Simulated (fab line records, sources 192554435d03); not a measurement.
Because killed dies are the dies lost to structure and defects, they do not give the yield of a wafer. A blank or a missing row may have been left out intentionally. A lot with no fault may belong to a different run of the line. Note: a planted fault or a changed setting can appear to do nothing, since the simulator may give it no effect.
fab line records / flow n5_finfet
[record] lots = 4 wafers = 12 last_day = 16
route steps=1938 shown BEOL_M15@1823 PASS1_DEP@1831 MIM_BOT@1832 MIM_TOP@1834 MIM_TOP_LITHO@1839 PASSIVATION@1936
lots that met no fault: taken from a fault-free run of the same line
start_h: hours from the record's opening day to when the first of the lot's shown wafers began / wait_h: hours since the lot's step before / " repeats the value in the row above / L1.1+2: several wafers, shown together as one row / - either no value or no given start / * or withheld: withheld / < > ~ a bound
route shown NAME@n: a module of which the file shows steps, and the number in the route of the first / usual: average and standard deviation across the fault-free wafers / same: alike in all rows / chamber/n: place in a boat / sites: the reading at each site / _std_site: the values' standard deviation / _edge_site: outer sites' mean less inner sites' / radius_mm: for every site, how far away it sits from the centre of the wafer / mask NAME#n: copy n / behind: the tool/chamber that last shaped the wafer / hold: cause of the lot's hold/its duration in hours/its outcome / device: whichever transistor did not switch (one of n, p or np) / end of line: at the end of the route, the tests of the same wafers / a step without rows: its recipe alone / killed: the dies lost at the first sort to structure and to defects; this is not the yield of the wafer / map: dies across one wafer; x = killed, . = not, _ = none there
set.NAME: the run value of the setting; set.NAME@STEP: its run value at that earlier step / model.NAME: the simulator's own value behind a step, which no gauge read
certain route steps with their lots: each step a table, each wafer a row
services: when a tool's chamber went out of use (start_h, in hours from the record's first day, below 0 if earlier), for how many hours, and the reason
[[steps]]
[step N5_BEOL_M15_ANNEAL_48]
[recipe] temp_c = 225 time_s = 90 ambient = N2
[step N5_BEOL_M15_CMP_49]
[recipe] stop_on = SiO2 t_overpolish_s = 4.9 down_force_psi = 2 platen_rpm = 80 clearing_platen_down_force_psi = 2 clearing_platen_rpm = 80 post_cmp_clean = cu_alkaline target_thk_nm = 850 clearing_platen_pad_velocity_m_s = 1.5917 pad_velocity_m_s = 1.5917
[step N5_BEOL_M15_PRE_CLEAN_52]
[recipe] gas = NH3 time_s = 15 temp_c = withheld rf_power_w = 300
[step N5_BEOL_M15_DEP_53]
[recipe] material = SiCN target_thk_a = 500 temp_c = withheld precursor = 3MS/NH3 pressure_torr = 3 rf_w = 675 time_s = 17.8
[step N5_PASSIVATION_PECVD_00]
[recipe] material = SiO2 target_thk_a = 2000 temp_c = 400 precursor = SiH4/N2O pressure_torr = 2.7 rf_w = 608 time_s = 11.2
[step N5_MIM_BOT_DEGAS_01]
[recipe] ambient = vacuum temp_c = 300 time_s = 60
[step N5_MIM_BOT_SPUTTER_00]
[recipe] material = TiN target_thk_a = 350 temp_c = 200 power_w = 3000 chamber_pressure_pa = 0.49996 gas = Ar reactive_partial_pa = 0.37997 time_s = 89.7
[step N5_MIM_TOP_ALD_00]
[recipe] material = Al2O3 target_thk_a = * temp_c = withheld ald_precursor_family = TMA ald_co_reactant = O3 pulse_time_s = withheld purge_time_s = 3 co_reactant_purge_time_s = withheld co_reactant_pulse_time_s = 3 ald_cycles = withheld
[step N5_MIM_TOP_ALD_01]
[recipe] material = HfO2 target_thk_a = 56 temp_c = withheld ald_precursor_family = Hf-amide ald_co_reactant = O3 pulse_time_s = 1 purge_time_s = 3 co_reactant_purge_time_s = 2 co_reactant_pulse_time_s = 3 ald_cycles = 62
[usual] precursor_pulse_height_rel = 0.998/0.02
lot.wafer=L202.1 tool=ald_hk-03 chamber=2 start_h=269 wait_h=- precursor_pulse_height_rel=0.998
lot.wafer=L202.4 tool=ald_hk-03 chamber=3 start_h=269 wait_h=- precursor_pulse_height_rel=1.031
lot.wafer=L202.6 tool=ald_hk-03 chamber=3 start_h=269 wait_h=- precursor_pulse_height_rel=1.003
lot.wafer=L214.2 tool=ald_hk-03 chamber=3 start_h=332 wait_h=- precursor_pulse_height_rel=1.022
lot.wafer=L214.5 tool=ald_hk-03 chamber=0 start_h=332 wait_h=- precursor_pulse_height_rel=1.015
lot.wafer=L214.6 tool=ald_hk-03 chamber=1 start_h=332 wait_h=- precursor_pulse_height_rel=1.016
lot.wafer=L215.2 tool=ald_hk-03 chamber=1 start_h=336 wait_h=- precursor_pulse_height_rel=1.031
lot.wafer=L215.4 tool=ald_hk-03 chamber=0 start_h=336 wait_h=- precursor_pulse_height_rel=1.013
lot.wafer=L215.5 tool=ald_hk-03 chamber=2 start_h=337 wait_h=- precursor_pulse_height_rel=0.977
lot.wafer=L223.2 tool=ald_hk-01 chamber=1 start_h=384 wait_h=- precursor_pulse_height_rel=0.997
lot.wafer=L223.5 tool=ald_hk-01 chamber=3 start_h=384 wait_h=- precursor_pulse_height_rel=1.009
lot.wafer=L223.6 tool=ald_hk-01 chamber=0 start_h=384 wait_h=- precursor_pulse_height_rel=1.011
[step N5_MIM_TOP_ALD_02]
[recipe] material = Al2O3 target_thk_a = * temp_c = withheld ald_precursor_family = TMA ald_co_reactant = O3 pulse_time_s = withheld purge_time_s = 3 co_reactant_purge_time_s = withheld co_reactant_pulse_time_s = 3 ald_cycles = withheld
[step N5_MIM_TOP_DEGAS_04]
[recipe] ambient = vacuum temp_c = 300 time_s = 60
[step N5_MIM_TOP_SPUTTER_03]
[recipe] material = TiN target_thk_a = 350 temp_c = 200 power_w = 3000 chamber_pressure_pa = 0.49996 gas = Ar reactive_partial_pa = 0.37997 time_s = 89.7
[step N5_MIM_TOP_LITHO_HMDS_01]
[recipe] time_s = 60 temp_c = 120
[step N5_MIM_TOP_LITHO_COAT_02]
[recipe] spin_rpm = * resist_thk_nm = *
[step N5_MIM_TOP_LITHO_EBR_04]
[recipe] solvent = PGMEA ebr_width_mm = 1.5
[step N5_MIM_TOP_LITHO_SOFTBAKE_03]
[recipe] temp_c = 100 time_s = 90
[step N5_MIM_TOP_LITHO_EXPOSE_05]
[recipe] mask_id = MIM_TOP na = 0.55 source_shape = conventional sigma_outer = 0.8 polarization = unpolarized target_cd_nm = 2000 dose_mj = 20.5
[step N5_MIM_TOP_LITHO_PEB_06]
[recipe] peb_temp_c = withheld peb_time_s = *
[step N5_MIM_TOP_LITHO_DEVELOP_07]
[recipe] develop_time_s = 60 rinse_liquid = diw dry = air_spin dev_temp_c = 21
[step N5_MIM_TOP_LITHO_HARDBAKE_09]
[recipe] temp_c = 130 time_s = 120
[step N5_MIM_TOP_LITHO_INSPECT_12]
[recipe] mode = adi inspect_instrument = macro
[usual] raw_defect_count = 2.1/1.4
lot.wafer=L202.1 tool=defect_inspect-02 chamber=- start_h=272.91 wait_h=0.2 raw_defect_count=4
lot.wafer=L202.4 tool=defect_inspect-02 chamber=- start_h=272.91 wait_h=0.2 raw_defect_count=2
lot.wafer=L202.6 tool=defect_inspect-02 chamber=- start_h=272.91 wait_h=0.2 raw_defect_count=3
lot.wafer=L214.2 tool=defect_inspect-02 chamber=- start_h=333.75 wait_h=0.0 raw_defect_count=1
lot.wafer=L214.5 tool=defect_inspect-02 chamber=- start_h=333.75 wait_h=0.0 raw_defect_count=2
lot.wafer=L214.6 tool=defect_inspect-02 chamber=- start_h=333.75 wait_h=0.0 raw_defect_count=>300
lot.wafer=L215.2 tool=defect_inspect-01 chamber=- start_h=338.11 wait_h=0.0 raw_defect_count=>300
lot.wafer=L215.4 tool=defect_inspect-01 chamber=- start_h=338.11 wait_h=0.0 raw_defect_count=2
lot.wafer=L215.5 tool=defect_inspect-01 chamber=- start_h=338.11 wait_h=0.0 raw_defect_count=4
lot.wafer=L223.2 tool=defect_inspect-02 chamber=- start_h=385.69 wait_h=0.0 raw_defect_count=2
lot.wafer=L223.5 tool=defect_inspect-02 chamber=- start_h=385.69 wait_h=0.0 raw_defect_count=1
lot.wafer=L223.6 tool=defect_inspect-02 chamber=- start_h=385.69 wait_h=0.0 raw_defect_count=0
[step N5_MIM_TOP_LITHO_DESCUM_10]
[recipe] chemistry = O2 time_s = 7.9 source_power_w = 50 bias_power_w = 20 pressure_mtorr = 20 rf_frequency_hz = 2.712e+07 temp_c = 40 o2_flow_sccm = 225
[step N5_PASSIVATION_PROBE_49]
[usual] defect_limited_yield = 91.4/1.5 killed_at_M0_to_M3 = 36/11 killed_at_M4_up = 14/6 killed_at_contacts = 11/6 killed_at_front_end = 37/11 killed_at_other = 4/3.4 killed_dies = 102/18 killed_open = 66/13 killed_short = 34/7.8 sort_bin_4_leakage = 0.00/0.017 sort_bin_5_function = 5.0/0.97 sort_bin_6_memory = 3.2/0.7 sort_n_pass = 1078/19 sort_yield_pct = 91.3/1.6
[same] gross_dies = 1180 killed_at_back_side = 0 sort_bin_8_speed[%] = 0
lot.wafer=L202.1 tool=prober-02 chamber=- start_h=281.69 wait_h=0.0 defect_limited_yield[%]=92.0 killed_at_M0_to_M3=18 killed_at_M4_up=22 killed_at_contacts=12 killed_at_front_end=35 killed_at_other=7 killed_dies=94 killed_open=62 killed_short=28 sort_bin_4_leakage[%]=0 sort_bin_5_function[%]=4.7 sort_bin_6_memory[%]=3.0 sort_n_pass=1086 sort_yield_pct[%]=92.0
lot.wafer=L202.4 tool=prober-02 chamber=- start_h=281.84 wait_h=0.2 defect_limited_yield[%]=92.3 killed_at_M0_to_M3=38 killed_at_M4_up=18 killed_at_contacts=5 killed_at_front_end=28 killed_at_other=2 killed_dies=91 killed_open=59 killed_short=30 sort_bin_4_leakage[%]=0 sort_bin_5_function[%]=4.5 sort_bin_6_memory[%]=2.7 sort_n_pass=1089 sort_yield_pct[%]=92.3
lot.wafer=L202.6 tool=prober-02 chamber=- start_h=281.94 wait_h=0.3 defect_limited_yield[%]=88.4 killed_at_M0_to_M3=50 killed_at_M4_up=27 killed_at_contacts=12 killed_at_front_end=43 killed_at_other=5 killed_dies=137 killed_open=85 killed_short=48 sort_bin_4_leakage[%]=0 sort_bin_5_function[%]=6.3 sort_bin_6_memory[%]=4.7 sort_n_pass=1043 sort_yield_pct[%]=88.4
lot.wafer=L214.6 tool=prober-02 chamber=- start_h=344.88 wait_h=1.0 defect_limited_yield[%]=80.2 killed_at_M0_to_M3=33 killed_at_M4_up=18 killed_at_contacts=13 killed_at_front_end=28 killed_at_other=142 killed_dies=234 killed_open=57 killed_short=35 sort_bin_4_leakage[%]=0 sort_bin_5_function[%]=12.7 sort_bin_6_memory[%]=4.8 sort_n_pass=946 sort_yield_pct[%]=80.2
lot.wafer=L215.2 tool=prober-02 chamber=- start_h=349.87 wait_h=0.9 defect_limited_yield[%]=80.2 killed_at_M0_to_M3=36 killed_at_M4_up=6 killed_at_contacts=1 killed_at_front_end=40 killed_at_other=151 killed_dies=234 killed_open=55 killed_short=29 sort_bin_4_leakage[%]=0 sort_bin_5_function[%]=12.5 sort_bin_6_memory[%]=4.0 sort_n_pass=946 sort_yield_pct[%]=80.2
// killed by level:class
L202.1 BEOL_M4:geometric_particle:open=13 MOL_CONTACT_COAG:geometric_particle:open=11 FIN_SAQP:geometric_particle:short=8 STI_FIN_REVEAL:geometric_particle:open=5 BEOL_M3:geometric_particle:open=5 FIN_SAQP:geometric_particle:open=4 BEOL_M0_SAQP:geometric_particle:open=4 BEOL_M1:geometric_particle:open=3
L202.4 BEOL_M3:geometric_particle:open=12 FIN_SAQP:geometric_particle:short=7 BEOL_M4:geometric_particle:open=7 FIN_SAQP:geometric_particle:open=5 BEOL_M0_SAQP:geometric_particle:open=5 BEOL_M0_SAQP:geometric_particle:short=5 DUMMY_GATE:geometric_particle:open=4 BEOL_M0:geometric_particle:open=4
L202.6 BEOL_M0_SAQP:geometric_particle:open=17 BEOL_M4:geometric_particle:open=17 BEOL_M0_SAQP:geometric_particle:short=13 FIN_SAQP:geometric_particle:open=12 FIN_SAQP:geometric_particle:short=9 MOL_CONTACT_COAG:geometric_particle:open=9 STARTING-WAFER:geometric_particle:short=8 STI_FIN_REVEAL:geometric_particle:open=7
L214.6 MIM_TOP:unspecified=139 BEOL_M0_SAQP:geometric_particle:short=11 BEOL_M0_SAQP:geometric_particle:open=10 MOL_CONTACT_COAG:geometric_particle:open=7 FIN_SAQP:geometric_particle:open=6 BEOL_M4:geometric_particle:open=6 FIN_SAQP:geometric_particle:short=5 MOL_CONTACT_COAG:geometric_particle:short=5
L215.2 MIM_TOP:unspecified=149 BEOL_M1:geometric_particle:open=12 STI_FIN_REVEAL:geometric_particle:open=9 BEOL_M0_SAQP:geometric_particle:open=7 FIN_SAQP:geometric_particle:short=6 FIN_SAQP:geometric_particle:open=5 BEOL_M3:geometric_particle:open=5 DUMMY_GATE:geometric_particle:open=4
// map L214.6 (x killed, . not)
_________________........x..x________________
______________........x........._____________
___________..xx..........x...x.....__________
__________x........x..............x._________
________.................x.........xx._______
_______...x.........x..................______
______.x..x.....xx......x..............._____
_____x..x.................x.....x........____
____....x.....x...........................___
___..............x..x.............x........__
___............x...x..x..x...x.............__
__..........x....xxx..x.x..............x...x_
__..xx......xxx.xxxxxxxx.xx................._
_............xxxxxxxxx.x...........x.x.......
_.....x..x..xxxxxxxxxxxxxx.x..x....x..x......
_........x..xxxxxxxxxxxxxx.............x.xx..
_............xxxxxxxxxxxxxxx..xxx............
_...........xxxxxxxxxxxxxx.......x....x.....x
_...x...x...xx.xxxxxxxxxxxx........xx.x.x.x..
_....x.......xxxxxxxxxxx.xxx..xx.............
_............xxxxxxxxx.x.....................
__.......x.....xx..xx.x.................x..._
__...x.......x..x..xx........x......xx......_
___...........x.x.xx.x.......xx...x........__
___............x...............x...........__
____...............x........xx...x....x...___
_____...x.....................x..........____
______.................................._____
_______x...........x..............x....______
________........................x....._______
__________............xx........x..._________
___________......x..x..............__________
______________x..............x.._____________
_________________...........x________________
// map L215.2 (x killed, . not)
_________________...x..x.....________________
______________x..x.x............_____________
___________x.....xx.....x.x........__________
__________..x......x..........x.x..._________
________..........x...........x.x....x_______
_______.x...x.................x....x...______
______........x...........x.....x......._____
_____..x.................................____
____......................................___
___..............xx..x..................x..__
___...x.......xxxx..xx............xx....x..__
__........xx.xxxxx.xxxx...x................._
__.....x....xxxxxxxxxxxx.x..........x....x.._
_...........xxxxxxxxxxxxx.....x.........x....
_...........xxxxxxxxxxxxxx...................
_...........xxxxxxxxxxxxxxxx........x......x.
_.......x...xxxxxxxxxxxxxxx..................
_..........xxxxxxxxxxxxxxxx.x.....x.x....x...
_...........xxxxxxxxxxxxx.xx........x.x.x....
_............xxxxxxxxxxx..........x..........
_xx..........xx.xxxxxxxxx....................
__......x.....xxxx..x.xx..x................._
__..........x.x.x.xx..x...x..........x......_
___........................................__
___.x..............................x...x...__
____...............x.x.............x......___
_____......................x......x..x...____
______..x......x...........xx..........._____
_______...........x....x...............______
________..x...........x.......x......._______
__________...x......................_________
___________...............x.x......__________
______________..............x..._____________
_________________..x.........________________
[[services]]
tool=ald_hk-01 chamber=- start_h=256.33 hours=0.6 kind=repair
tool=ald_hk-01 chamber=- start_h=297.65 hours=2.8 kind=pm
tool=ald_hk-01 chamber=- start_h=361.11 hours=4.3 kind=pm
[[key]]
[first_sign] step = N5_MIM_TOP_LITHO_INSPECT_12 reading = raw_defect_count direction = up sigmas = 99+ usual = 2.1 struck = >300
[effect] step = N5_PASSIVATION_PROBE_49 reading = killed_at_other direction = up sigmas = 42 usual = 4 struck = 146
[more_kills_born_at] N5_MIM_TOP_ALD_01@ald_hk-03 = 288
met_at N5_MIM_TOP_ALD_01
struck_wafers L214.6,L215.2
[fault] kind = chamber_particle_source tool = ald_hk-03 chamber = 1 onset_h = 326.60 steps = N5_MIM_TOP_ALD_01 rate_per_visit_cm2 = 1.2871 end_h = 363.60
